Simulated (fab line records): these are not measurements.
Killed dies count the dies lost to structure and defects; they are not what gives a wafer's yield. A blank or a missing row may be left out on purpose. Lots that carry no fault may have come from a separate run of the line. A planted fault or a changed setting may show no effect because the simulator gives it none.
fab line records	flow nand_harc	part 1 of 2: steps 1 to 4 of 6
record lots=23	wafers=69	last_day=34
route steps=1302 shown A_STAIRCASE@885 A_SLIT@943 A_WL_FILL@953 A_CONTACT@1024
lots untouched by any fault: they come from a run of this same line in which no faults occurred
start_h: the number of hours between the record's first day and the start of the first shown wafer of the lot	wait_h: hours elapsed since this lot's preceding step	" identical to the entry in the row above	L1.1+2: several wafers, shown together as one row	- no value, or no start given	* or withheld: withheld	< > ~ a bound
route shown NAME@n: a module of which the file shows steps, and the number in the route of the first	usual: mean and standard deviation over wafers with no fault	same: alike in all rows	chamber/n: place in a boat	sites: the reading at each site	_std_site: the values' standard deviation	_edge_site: outer sites' mean less inner sites'	radius_mm: how far each site lies from the wafer's centre	mask NAME#n: copy n	behind: the tool/chamber that last shaped the wafer	hold: the reason the lot was held/the length of the hold in hours/how it ended	device: whichever transistor did not switch (one of n, p or np)	end of line: at the end of the route, the tests of the same wafers	a step given without rows: its recipe and nothing more	killed: count of dies lost to structure and defects at first sort (not the wafer's yield)	map: dies across one wafer; x = killed, . = not, _ = none there
set.NAME: the setting that was run; set.NAME@STEP: the one run at that earlier step	model.NAME: the simulator's own value behind a step, which no gauge read
steps of the route over a sample of lots; a table a step, a row a wafer
services: a tool's chamber out of use, with start hour (start_h, from the record's first day; less than 0 if before it), hours out, and reason
## steps
# step NHARC_A_STAIRCASE_DEP_471
# recipe target_thk_a=1000	temp_c=400	pressure_torr=6.5	rf_w=900	teos_flow_sccm=161.4	flow_sccm=2650	target_thk_nm=100	gas=O2	material=SiO2
# usual heater_power_w=548/110	throttle_valve_pct=15.9/0.55
lot.wafer	tool	chamber	start_h	wait_h	heater_power_w	throttle_valve_pct
L075.3	pecvd-01	1	447.58	-	536	16.2
L075.2	"	0	"	"	584	15.6
L075.5	"	1	"	"	546	16.0
L076.2	pecvd-01	0	455.48	-	624	15.7
L076.1	"	2	"	"	502	15.9
L076.5	"	2	"	"	498	15.6
L074.3	pecvd-02	2	455.79	-	532	16.9
L074.5	"	2	"	"	395	16.4
L074.4	"	0	"	"	470	15.5
L077.2	pecvd-02	2	458.30	-	463	16.4
L077.6	"	2	"	"	474	16.4
L077.4	"	0	"	"	433	15.6
L078.1	pecvd-02	1	458.65	-	583	15.1
L078.2	"	2	"	"	429	16.5
L078.4	"	0	"	"	438	15.6
L080.2	pecvd-01	2	472.55	-	461	15.2
L080.1	"	0	"	"	560	15.9
L080.4	"	1	"	"	621	15.8
L079.2	pecvd-04	0	483.77	-	642	16.3
L079.6	"	1	"	"	731	15.7
L079.5	"	0	"	"	649	16.1
L084.3	pecvd-01	1	523.66	-	686	15.5
L084.1	"	2	"	"	474	15.6
L084.5	"	1	"	"	677	15.1
L082.1	pecvd-02	1	523.86	-	457	15.3
L082.6	"	2	"	"	491	16.9
L082.5	"	0	"	"	452	15.5
L083.3	pecvd-02	2	528.57	-	478	16.7
L083.1	"	0	"	"	407	16.0
L083.4	"	2	"	"	492	16.6
L081.2	pecvd-04	1	528.93	-	644	15.6
L081.1	"	2	"	"	390	16.7
L081.4	"	2	"	"	399	16.7
L086.1	pecvd-04	1	543.86	-	690	15.8
L086.5	"	2	"	"	424	16.6
L086.6	"	0	"	"	775	16.3
L085.3	pecvd-04	0	544.06	-	722	16.3
L085.5	"	2	"	"	395	16.6
L085.4	"	1	"	"	641	15.7
L088.1	pecvd-04	0	567.09	-	582	16.3
L088.4	"	1	"	"	661	15.6
L088.6	"	0	"	"	599	16.4
L089.2	pecvd-04	0	574.02	-	617	16.2
L089.3	"	1	"	"	650	15.8
L089.6	"	2	"	"	445	16.4
L087.1	pecvd-01	2	574.23	-	392	15.9
L087.4	"	1	"	"	569	15.4
L087.6	"	2	"	"	394	15.7
L091.3	pecvd-01	1	594.35	-	653	15.5
L091.2	"	2	"	"	510	16.0
L091.1	"	0	"	"	589	15.4
L092.3	pecvd-01	1	594.58	-	586	15.3
L092.4	"	1	"	"	591	15.6
L092.6	"	2	"	"	485	16.2
L094.1	pecvd-02	1	617.02	-	544	15.1
L094.4	"	1	"	"	556	14.9
L094.3	"	2	"	"	493	16.3
L093.2	pecvd-04	0	617.07	-	748	16.2
L093.5	"	2	"	"	441	16.7
L093.4	"	0	"	"	782	16.3
L096.1	pecvd-02	0	651.18	-	490	15.9
L096.3	"	1	"	"	588	14.9
L096.6	"	2	"	"	410	16.6
L097.2	pecvd-04	2	651.35	-	449	17.0
L097.1	"	0	"	"	567	16.8
L097.5	"	1	"	"	625	15.7
L095.3	pecvd-04	2	672.15	-	403	17.1
L095.6	"	1	"	"	668	15.5
L095.4	"	0	"	"	660	16.5
# step NHARC_A_SLIT_STRIP_18
# recipe o2_flow_sccm=500	ar_flow_sccm=0	bias_w=0	chemistry=O2
# usual chamber_pressure_mTorr=59.99/0.05	drypump_motor_current_A=5.7/0.53	oes_product_au=1.003/0.0091	rf_vpp_V=57.9/0.86	showerhead_plenum_p_Torr=3.59/0.14	throttle_valve_pct=17.038/0.0084
lot.wafer	tool	chamber	start_h	wait_h	chamber_pressure_mTorr	drypump_motor_current_A	oes_product_au	rf_hours_counter_h	rf_vpp_V	showerhead_plenum_p_Torr	throttle_valve_pct
L075.3	rie_diel-05	1	-	-	59.99	5.3	1.005	3	59.9	3.70	17.040
L075.2	"	2	"	"	59.88	5.5	0.992	3	57.9	3.72	17.036
L075.5	"	0	"	"	59.97	5.8	0.997	-	56.4	3.60	17.036
L076.1	rie_diel-12	3	-	-	60.01	5.7	1.013	3	57.9	3.72	17.036
L076.2	"	2	"	"	60.05	5.4	1.023	3	57.4	3.37	17.036
L076.5	"	1	"	"	60.05	5.0	1.000	-	57.6	3.59	17.045
L074.3	rie_diel-12	2	-	-	60.15	5.4	0.998	3	57.5	3.37	17.045
L074.4	"	3	"	"	59.94	5.7	1.013	-	58.4	3.72	17.041
L074.5	"	1	"	"	60.01	5.0	0.999	-	58.5	3.59	17.032
L077.4	rie_diel-05	0	-	-	59.99	5.8	0.999	4	57.3	3.60	17.055
L077.2	"	1	"	"	60.06	5.4	1.002	4	59.6	3.70	17.035
L077.6	"	1	"	"	59.92	5.4	0.999	-	58.0	3.70	17.037
L078.1	rie_diel-12	1	-	-	59.99	5.0	0.990	3	58.2	3.59	17.028
L078.2	"	2	"	"	60.02	5.4	1.017	3	57.7	3.37	17.040
L078.4	"	3	"	"	59.99	5.7	1.018	3	58.0	3.72	17.035
L080.4	rie_diel-12	2	-	-	60.00	5.4	1.009	4	56.7	3.37	17.029
L080.2	"	3	"	"	60.06	5.7	1.009	4	57.6	3.72	17.048
L080.1	"	0	"	"	60.04	6.4	1.013	1	58.6	3.72	17.036
L079.2	rie_diel-12	0	-	-	60.01	6.4	0.992	2	59.5	3.72	17.044
L079.6	"	1	"	"	60.02	5.0	1.001	-	58.5	3.59	17.060
L079.5	"	2	"	"	59.99	5.4	1.022	-	56.3	3.37	17.029
L084.3	rie_diel-07	3	-	-	59.94	6.6	0.990	3	58.7	3.46	17.040
L084.1	"	0	"	"	60.05	6.3	0.999	2	57.9	3.43	17.031
L084.5	"	0	"	"	59.98	6.3	1.003	-	59.3	3.43	17.030
L082.1	rie_diel-05	0	-	-	59.92	5.8	0.996	7	58.8	3.60	17.047
L082.5	"	2	"	"	59.98	5.5	0.998	-	58.0	3.72	17.032
L082.6	"	3	"	"	60.08	6.1	0.998	-	58.0	3.37	17.041
L083.1	rie_diel-07	0	-	-	59.98	6.3	1.004	2	56.9	3.43	17.033
L083.4	"	1	"	"	59.97	4.9	1.000	2	57.7	3.71	17.025
L083.3	"	2	"	"	60.07	6.2	1.007	3	56.1	3.50	17.034
L081.1	rie_diel-12	1	-	-	60.03	5.0	0.993	7	58.6	3.58	17.028
L081.2	"	0	"	"	59.99	6.4	1.010	4	57.8	3.72	17.039
L081.4	"	3	"	"	59.96	5.7	1.011	-	58.9	3.72	17.037
L085.4	rie_diel-12	3	-	-	59.95	5.7	1.012	10	58.4	3.71	17.044
L085.3	"	0	"	"	59.92	6.4	1.002	6	59.4	3.72	17.020
L085.5	"	0	"	"	60.03	6.4	1.008	-	58.5	3.72	17.040
L086.1	rie_diel-05	0	-	-	59.94	5.8	1.003	9	57.3	3.60	17.025
L086.5	"	2	"	"	59.99	5.5	1.006	-	58.0	3.72	17.042
L086.6	"	3	"	"	59.98	6.2	1.004	-	56.2	3.37	17.038
L088.1	rie_diel-07	3	-	-	59.97	6.5	0.988	5	58.1	3.46	17.039
L088.4	"	0	"	"	60.03	6.3	1.011	5	58.0	3.42	17.041
L088.6	"	3	"	"	59.97	6.6	0.996	-	57.4	3.46	17.050
L089.3	rie_diel-12	1	-	-	60.01	5.0	1.000	10	58.4	3.58	17.036
L089.2	"	2	"	"	59.93	5.4	1.003	10	57.2	3.37	17.037
L089.6	"	2	"	"	60.06	5.4	1.003	-	58.1	3.37	17.042
L087.1	rie_diel-05	3	-	-	59.99	6.2	1.004	0	58.2	3.37	17.031
L087.4	"	0	"	"	60.08	5.8	0.996	0	57.7	3.60	17.050
L087.6	"	0	"	"	59.93	5.8	1.002	-	59.3	3.60	17.030
L091.2	rie_diel-12	0	-	-	60.03	6.4	1.016	8	58.1	3.71	17.048
L091.1	"	2	"	"	60.01	5.4	1.003	11	56.8	3.37	17.039
L091.3	"	3	"	"	60.05	5.7	1.008	13	56.9	3.71	17.062
L092.3	rie_diel-12	0	-	-	60.04	6.4	1.010	9	57.9	3.71	17.054
L092.4	"	2	"	"	60.01	5.4	1.003	11	58.4	3.37	17.046
L092.6	"	0	"	"	59.94	6.4	1.001	-	58.1	3.71	17.038
L094.4	rie_diel-07	1	-	-	59.95	4.9	0.992	6	57.9	3.71	17.038
L094.1	"	3	"	"	60.03	6.6	0.996	8	57.8	3.46	17.026
L094.3	"	0	"	"	59.99	6.3	1.001	7	58.3	3.42	17.035
L093.2	rie_diel-05	0	-	-	59.95	5.8	1.002	3	59.5	3.60	17.042
L093.4	"	2	"	"	60.06	5.5	1.004	2	56.8	3.71	17.045
L093.5	"	1	"	"	60.05	5.3	1.003	-	59.0	3.69	17.050
L097.2	rie_diel-12	3	-	-	60.01	5.7	0.999	1	57.5	3.71	17.045
L097.1	"	0	"	"	60.04	6.4	1.006	1	58.2	3.71	17.042
L097.5	"	3	"	"	59.96	5.7	1.010	-	58.1	3.71	17.037
L096.3	rie_diel-05	3	-	-	60.03	6.2	0.976	5	58.0	3.37	17.042
L096.1	"	0	"	"	60.03	5.8	1.009	6	57.1	3.60	17.035
L096.6	"	3	"	"	59.99	6.1	0.988	-	57.5	3.37	17.027
L095.4	rie_diel-12	0	-	-	60.00	6.4	1.015	3	58.7	3.71	17.047
L095.3	"	1	"	"	59.90	5.0	0.993	3	57.4	3.58	17.038
L095.6	"	1	"	"	59.96	5.0	0.997	-	57.5	3.58	17.034
# step NHARC_A_WL_FILL_RTA_01
# recipe temp_c=1000	time_s=5
# usual lamp_power_pct=35.44/0.042	lamp_zone_5_pct=35.44/0.041	wafer_temp_C_max=1004.5/0.85
lot.wafer	tool	chamber	start_h	wait_h	lamp_power_pct	lamp_zone_5_pct	wafer_temp_C_max
L075.2	rtp_anneal-02	0	478.39	-	35.47	35.44	1006.2
L075.3	"	0	"	"	35.48	35.47	1004.5
L075.5	"	0	"	"	35.48	35.47	1005.5
L076.1	rtp_anneal-01	0	482.39	-	35.42	35.50	1003.3
L076.2	"	0	"	"	35.44	35.38	1005.7
L076.5	"	0	"	"	35.48	35.52	1004.5
L074.3	rtp_anneal-01	0	482.62	-	35.39	35.45	1004.8
L074.4	"	0	"	"	35.48	35.49	1003.3
L074.5	"	0	"	"	35.47	35.52	1003.9
L078.1	rtp_anneal-01	0	490.21	-	35.34	35.43	1004.8
L078.2	"	0	"	"	35.41	35.45	1003.4
L078.4	"	0	"	"	35.42	35.45	1003.2
L077.2	rtp_anneal-02	0	490.37	-	35.40	35.41	1002.8
L077.4	"	0	"	"	35.46	35.43	1004.2
L077.6	"	0	"	"	35.43	35.40	1006.9
L080.1	rtp_anneal-01	0	500.45	-	35.42	35.52	1003.3
L080.2	"	0	"	"	35.45	35.44	1004.3
L080.4	"	0	"	"	35.43	35.43	1003.3
L079.2	rtp_anneal-01	0	511.93	-	35.44	35.50	1003.9
L079.5	"	0	"	"	35.44	35.42	1003.5
L079.6	"	0	"	"	35.45	35.46	1006.4
L084.1	rtp_anneal-01	0	550.19	-	35.37	35.44	1003.6
L084.3	"	0	"	"	35.33	35.39	1004.2
L084.5	"	0	"	"	35.40	35.39	1005.0
L082.1	rtp_anneal-01	0	550.53	-	35.45	35.46	1003.3
L082.5	"	0	"	"	35.46	35.38	1003.8
L082.6	"	0	"	"	35.43	35.38	1003.4
L083.1	rtp_anneal-01	0	556.03	-	35.39	35.48	1005.0
L083.3	"	0	"	"	35.46	35.39	1003.1
L083.4	"	0	"	"	35.41	35.39	1004.3
L081.1	rtp_anneal-02	0	558.17	-	35.42	35.44	1005.2
L081.2	"	0	"	"	35.37	35.45	1004.1
L081.4	"	0	"	"	35.35	35.39	1004.2
L086.1	rtp_anneal-02	0	572.26	-	35.47	35.37	1005.1
L086.5	"	0	"	"	35.41	35.50	1004.5
L086.6	"	0	"	"	35.45	35.40	1005.5
L085.3	rtp_anneal-01	0	572.32	-	35.38	35.46	1005.4
L085.4	"	0	"	"	35.44	35.45	1004.1
L085.5	"	0	"	"	35.43	35.42	1003.2
L088.1	rtp_anneal-02	0	597.00	0.3	35.44	35.50	1005.0
L088.4	"	0	"	"	35.45	35.43	1007.3
L088.6	"	0	"	"	35.46	35.43	1003.6
L089.2	rtp_anneal-01	0	605.21	-	35.32	35.35	1003.9
L089.3	"	0	"	"	35.46	35.32	1004.7
L089.6	"	0	"	"	35.41	35.36	1005.5
L087.1	rtp_anneal-02	0	609.29	-	35.44	35.39	1004.4
L087.4	"	0	"	"	35.39	35.52	1005.8
L087.6	"	0	"	"	35.45	35.46	1004.4
L091.1	rtp_anneal-01	0	622.44	-	35.44	35.46	1003.2
L091.2	"	0	"	"	35.45	35.47	1005.0
L091.3	"	0	"	"	35.48	35.42	1004.6
L092.3	rtp_anneal-01	0	630.81	-	35.41	35.42	1004.5
L092.4	"	0	"	"	35.52	35.41	1004.0
L092.6	"	0	"	"	35.44	35.46	1004.7
L094.1	rtp_anneal-01	0	643.46	-	35.44	35.41	1005.1
L094.3	"	0	"	"	35.48	35.37	1004.5
L094.4	"	0	"	"	35.43	35.49	1003.1
L093.2	rtp_anneal-02	0	643.50	-	35.46	35.46	1005.9
L093.4	"	0	"	"	35.42	35.45	1004.6
L093.5	"	0	"	"	35.39	35.47	1004.4
L097.1	rtp_anneal-02	0	681.94	-	35.45	35.44	1005.6
L097.2	"	0	"	"	35.45	35.38	1004.3
L097.5	"	0	"	"	35.38	35.42	1005.2
L096.1	rtp_anneal-02	0	686.23	-	35.48	35.46	1005.0
L096.3	"	0	"	"	35.51	35.48	1005.1
L096.6	"	0	"	"	35.43	35.49	1003.5
L095.3	rtp_anneal-02	0	699.53	-	35.50	35.49	1005.6
L095.4	"	0	"	"	35.49	35.50	1003.9
L095.6	"	0	"	"	35.46	35.49	1004.0
# step NHARC_A_CONTACT_ETCH_102
# recipe target_depth_a=1000	overetch_a=100	time_s=55	ion_energy_ev=100	cf4_flow_sccm=80	o2_flow_sccm=20	ar_flow_sccm=0	rf_w=300	bias_w=100	chemistry=CF4/O2
# usual chamber_pressure_mTorr=30.002/0.025	drypump_motor_current_A=5.84/0.3	oes_product_au=1.004/0.01	rf_vpp_V=198.3/1.2	showerhead_plenum_p_Torr=1.35/0.044	throttle_valve_pct=13.397/0.009
lot.wafer	tool	chamber	start_h	wait_h	chamber_pressure_mTorr	drypump_motor_current_A	oes_product_au	rf_hours_counter_h	rf_vpp_V	showerhead_plenum_p_Torr	throttle_valve_pct
L075.2	rie_diel-04	2	508.80	0.1	29.986	6.00	1.000	22	198.7	1.40	13.387
L075.3	"	1	"	"	30.033	6.12	0.996	24	197.7	1.35	13.397
L075.5	"	2	"	"	29.996	6.00	1.006	-	196.9	1.40	13.389
L076.1	rie_diel-08	2	508.88	0.1	30.023	5.58	1.005	44	195.8	1.30	13.396
L076.2	"	3	"	"	30.026	5.88	1.009	43	198.9	1.31	13.390
L076.5	"	1	"	"	29.978	5.60	1.009	-	198.1	1.38	13.389
L074.4	rie_diel-08	1	515.49	0.1	30.003	5.58	0.994	40	199.0	1.38	13.409
L074.3	"	2	"	"	30.008	5.57	1.000	45	198.8	1.30	13.403
L074.5	"	3	"	"	29.972	5.83	0.995	-	197.5	1.31	13.409
L077.4	rie_diel-04	0	519.48	0.1	29.997	6.38	0.999	27	198.2	1.34	13.396
L077.2	"	1	"	"	30.060	6.14	0.998	27	196.4	1.35	13.382
L077.6	"	3	"	"	29.990	5.97	1.000	-	198.1	1.40	13.395
L078.2	rie_diel-04	2	519.78	0.1	30.000	6.00	1.007	25	199.9	1.40	13.413
L078.4	"	3	"	"	30.027	5.97	1.011	20	199.4	1.40	13.400
L078.1	"	1	"	"	29.981	6.11	1.017	27	196.9	1.35	13.401
L080.2	rie_diel-04	1	531.66	0.1	29.971	6.14	1.012	32	198.1	1.35	13.406
L080.4	"	2	"	"	29.968	6.01	1.013	29	197.6	1.40	13.397
L080.1	"	3	"	"	29.983	5.97	1.008	23	199.2	1.40	13.385
L079.2	rie_diel-01	3	541.56	0.5	30.014	5.67	0.990	47	196.4	1.28	13.393
L079.5	"	0	"	"	30.045	5.42	1.009	-	199.9	1.43	13.405
L079.6	"	1	"	"	29.958	5.90	0.999	-	198.1	1.34	13.389
L084.3	rie_diel-08	2	579.48	0.1	30.032	5.57	1.010	7	196.5	1.30	13.408
L084.1	"	3	"	"	29.976	5.81	1.013	6	197.8	1.30	13.399
L084.5	"	0	"	"	30.017	5.34	1.030	-	199.2	1.34	13.402
L082.1	rie_diel-08	3	583.21	0.1	29.978	5.87	1.007	7	197.9	1.30	13.421
L082.6	"	0	"	"	30.001	5.35	1.018	-	197.7	1.34	13.403
L082.5	"	1	"	"	30.017	5.60	1.011	-	198.6	1.37	13.402
L083.4	rie_diel-08	0	591.54	0.2	30.022	5.36	1.030	15	197.5	1.34	13.397
L083.3	"	2	"	"	30.022	5.56	1.014	12	197.2	1.30	13.390
L083.1	"	3	"	"	30.027	5.83	1.011	13	196.4	1.30	13.400
L081.1	rie_diel-04	2	591.67	0.8	29.999	6.00	1.006	6	198.9	1.40	13.392
L081.2	"	1	"	"	30.042	6.11	1.007	6	198.5	1.34	13.399
L081.4	"	3	"	"	30.045	5.96	0.996	-	199.6	1.40	13.401
L085.3	rie_diel-04	1	602.39	0.1	30.038	6.12	1.009	9	198.6	1.34	13.378
L085.4	"	1	"	"	29.986	6.11	1.003	-	197.8	1.34	13.402
L085.5	"	2	"	"	29.996	6.03	0.994	-	200.0	1.40	13.392
L086.1	rie_diel-04	2	606.12	0.1	30.024	5.99	1.002	10	198.8	1.40	13.394
L086.6	"	1	"	"	29.907	6.11	0.997	-	198.5	1.34	13.421
L086.5	"	2	"	"	30.009	6.00	0.997	-	198.3	1.40	13.400
L088.1	rie_diel-01	0	629.40	0.1	29.996	5.44	1.000	20	199.0	1.43	13.395
L088.4	"	1	"	"	29.966	5.88	1.010	19	198.0	1.34	13.401
L088.6	"	3	"	"	30.026	5.66	1.000	-	197.1	1.28	13.416
L089.2	rie_diel-04	3	635.47	0.6	29.950	5.95	0.999	15	198.9	1.40	13.394
L089.3	"	1	"	"	30.030	6.13	1.016	15	197.5	1.34	13.382
L089.6	"	3	"	"	29.962	5.98	0.996	-	200.4	1.40	13.392
L087.1	rie_diel-08	3	640.05	0.1	30.036	5.81	1.014	29	196.7	1.30	13.404
L087.4	"	0	"	"	29.981	5.35	1.019	29	197.8	1.34	13.404
L087.6	"	2	"	"	30.015	5.60	1.011	-	197.4	1.29	13.386
L091.1	rie_diel-01	1	652.48	0.1	30.024	5.93	0.997	25	198.2	1.34	13.398
L091.2	"	2	"	"	30.004	6.21	1.023	27	200.9	1.44	13.419
L091.3	"	3	"	"	29.996	5.65	0.980	29	197.5	1.28	13.395
L092.3	rie_diel-04	1	660.01	0.1	30.014	6.13	1.014	21	198.5	1.34	13.400
L092.4	"	3	"	"	29.986	5.97	0.985	21	199.2	1.40	13.385
L092.6	"	2	"	"	30.002	6.00	0.979	-	198.8	1.40	13.383
L094.4	rie_diel-04	1	674.44	0.1	30.005	6.10	1.005	24	197.6	1.34	13.392
L094.1	"	2	"	"	29.986	6.00	0.995	22	199.4	1.40	13.409
L094.3	"	3	"	"	30.014	5.96	0.998	24	199.7	1.40	13.397
L093.4	rie_diel-04	0	675.71	0.0	30.021	6.38	0.990	17	199.2	1.33	13.394
L093.2	"	2	"	"	30.018	6.01	0.991	23	198.3	1.40	13.406
L093.5	"	0	"	"	29.987	6.38	1.003	-	197.3	1.33	13.400
L097.2	rie_diel-08	1	712.91	0.1	30.015	5.61	0.991	54	198.3	1.36	13.398
L097.1	"	2	"	"	29.980	5.59	1.001	50	196.9	1.29	13.387
L097.5	"	1	"	"	29.985	5.60	1.000	-	198.9	1.36	13.393
L096.3	rie_diel-08	0	716.86	0.1	30.027	5.33	1.020	58	198.0	1.33	13.396
L096.1	"	2	"	"	29.992	5.58	1.018	52	197.7	1.29	13.388
L096.6	"	0	"	"	30.017	5.34	1.035	-	198.2	1.33	13.397
L095.3	rie_diel-01	2	729.53	0.1	30.003	6.22	1.010	48	199.0	1.43	13.413
L095.4	"	2	"	"	29.989	6.21	1.007	-	199.7	1.43	13.391
L095.6	"	3	"	"	30.014	5.66	0.989	-	196.9	1.27	13.402
